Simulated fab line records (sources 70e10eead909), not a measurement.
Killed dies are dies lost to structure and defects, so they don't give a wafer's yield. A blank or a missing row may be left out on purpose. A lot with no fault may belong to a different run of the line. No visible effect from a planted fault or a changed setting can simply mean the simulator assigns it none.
Matching of chambers	flow nand-harc	4 sister chambers for NHARC_A_SLIT_ETCH_24 on rie-diel-05
The step etches the open film in CF4/CHF3, target depth 121 nm, time 60.5 s. 14 wafers are shown with their chamber, then 7 later ones without.

== WAFERS WITH THEIR CHAMBER ==
wafer	chamber	drypump-motor-current-A (A)	rf-vpp-V (V)	throttle-valve-pct (%)
L964.1	3	5.0	367.5	16.792
L964.3	0	6.0	368.7	16.804
L964.4	1	6.2	373.5	16.810
L963.4	0	6.0	369.8	16.814
L963.5	3	5.0	367.8	16.790
L963.6	2	5.6	367.8	16.793
L972.1	2	5.5	368.6	16.808
L972.2	0	6.0	369.1	16.788
L972.3	3	5.0	366.8	16.791
L980.2	3	5.0	367.3	16.820
L980.3	1	6.2	373.0	16.806
L980.4	2	5.5	368.6	16.815
L983.1	2	5.5	368.3	16.803
L983.3	3	5.0	369.1	16.797

SIGNATURES, as means of the wafers listed above
reading	chamber 0	chamber 1	chamber 2	chamber 3	scatter within a chamber
drypump-motor-current-A	6.000	6.200	5.525	5.000	0.0274
rf-vpp-V	369.200	373.250	368.325	367.700	0.644
throttle-valve-pct	16.80200	16.80800	16.80475	16.79800	0.0111
Rule: for a wafer and a chamber, the distance is found by dividing, reading by reading, the gap between the wafer's reading and the chamber's mean by the reading's scatter, squaring, summing and taking the root. If the next closest chamber is less than 2 further off than the closest, the wafer can't be placed; otherwise it belongs to the closest. The scatter: take each reading less its chamber's mean, square it, sum over the shown wafers, divide by the number of wafers less the number of chambers, and take the root.

== WAFERS WITHOUT THEIR CHAMBER ==
wafer	drypump-motor-current-A (A)	rf-vpp-V (V)	throttle-valve-pct (%)
L983.4	6.0	367.6	16.811
L982.1	6.3	373.2	16.794
L982.3	5.0	368.6	16.794
L982.4	5.5	369.3	16.800
L985.2	5.0	368.3	16.797
L985.4	5.5	369.4	16.807
L985.5	5.5	370.4	16.807

== WHICH CHAMBER EACH ONE RAN IN ==
wafer	from the rows above	in truth
L983.4	0	0
L982.1	1	1
L982.3	3	3
L982.4	2	2
L985.2	3	3
L985.4	2	2
L985.5	2	2
Placed correctly: 7 of 7. Left unplaced by these rows: 0. Number placed wrongly: 0.
